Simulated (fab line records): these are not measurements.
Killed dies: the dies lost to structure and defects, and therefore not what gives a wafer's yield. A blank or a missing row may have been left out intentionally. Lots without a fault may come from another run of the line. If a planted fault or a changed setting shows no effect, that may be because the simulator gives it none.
Split-lot study    flow n5-finfet    7 lots, 21 wafers read, on a route of 1938 steps

ABOUT THE SPLIT
At N5_MOL_CONTACT_COAG_SPUTTER_130 (material Co, target thk 47.5 nm), the setting power-w was moved away from the recipe's 3000 W on 7 of the 21 wafers read, by -16.9% to +16.8%. For the rest of the wafers, this setting stayed at what the recipe calls for.

The reading is taken at the split's own step.

THE READING
Co_of_MOL_CONTACT_COAG_SPUTTER_130.thk-nm (the simulator's own value, which no gauge read), in nm, at N5_MOL_CONTACT_COAG_SPUTTER_130 (material Co, target thk 47.5 nm). No usual value for it is given in the file. Across the 14 wafers here that went through the recipe, the average is 47.9 nm and the standard deviation 0.46 nm.

wafer   tool, chamber at the split  power-w as run, W  against the recipe  Co_of_MOL_CONTACT_COAG_SPUTTER_130.thk-nm, nm  against lot-mates on the recipe
L074.2  pvd-sputter-02, -           3000               recipe              48.2                                           -
L074.3  pvd-sputter-02, -           2492               -16.9%              40.2                                           -8.0
L074.4  pvd-sputter-02, -           2492               -16.9%              40.2                                           -8.0
L080.2  pvd-sputter-03, -           3504               +16.8%              55.2                                           no lot-mate on the recipe
L080.3  pvd-sputter-03, -           3504               +16.8%              55.8                                           no lot-mate on the recipe
L080.6  pvd-sputter-03, -           3504               +16.8%              55.4                                           no lot-mate on the recipe
L082.4  pvd-sputter-03, -           3000               recipe              48                                             -
L082.5  pvd-sputter-03, -           3000               recipe              47.8                                           -
L082.6  pvd-sputter-03, -           3000               recipe              48.2                                           -
L086.1  pvd-sputter-02, -           3000               recipe              48                                             -
L086.4  pvd-sputter-02, -           3000               recipe              47.8                                           -
L086.5  pvd-sputter-02, -           3000               recipe              48.2                                           -
L089.1  pvd-sputter-02, -           3343               +11.4%              53.4                                           +5.2
L089.4  pvd-sputter-02, -           3000               recipe              48.2                                           -
L089.6  pvd-sputter-02, -           3000               recipe              48.2                                           -
L091.1  pvd-sputter-03, -           3000               recipe              47.6                                           -
L091.4  pvd-sputter-03, -           3000               recipe              46.8                                           -
L091.6  pvd-sputter-03, -           3000               recipe              47.2                                           -
L093.3  pvd-sputter-02, -           2550               -15.0%              41.8                                           -6.7
L093.4  pvd-sputter-02, -           3000               recipe              48.4                                           -
L093.6  pvd-sputter-02, -           3000               recipe              48.6                                           -

FIT RESULTS
A straight line over all 21 wafers: Co_of_MOL_CONTACT_COAG_SPUTTER_130.thk-nm changes by +0.448 nm for each +1% of power-w; r = +0.99; the points scatter about the line by 0.44 nm.
The same after taking each lot's own level away (the mean of its wafers on the recipe; 18 wafers): +0.463 nm for each +1%; r = +1.00; scatter 0.2 nm.
According to that fit, moving power-w by its largest amount changes the reading by 7.8 nm.
The lots' own levels span 47.20 to 48.50 nm, that is 2.8 times the standard deviation above.
So the lot-to-lot level changes the slope little: the two slopes agree.
Check: for one of the wafers moved furthest among these (-16.9%), held out of the fit, the line's prediction against its lot-mates is -7.79 nm. It came out at -8 nm against them.

OTHER SPLITS APPLIED TO THESE WAFERS
Before the reading, these wafers also passed through other splits. Each is held against what the fit with the lots' levels taken away leaves over:
other split on the same wafers  wafers away from the commonest value  r with Co_of_MOL_CONTACT_COAG_SPUTTER_130.thk-nm (lot level and that fit taken away)
N5_SD_ACTIVATION_LSA_01 temp-c  6                                     +0.14

THE FILE'S OWN FIT
Co_of_MOL_CONTACT_COAG_SPUTTER_130.thk-nm changes by +0.46 nm for each +1% of power-w, r = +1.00.
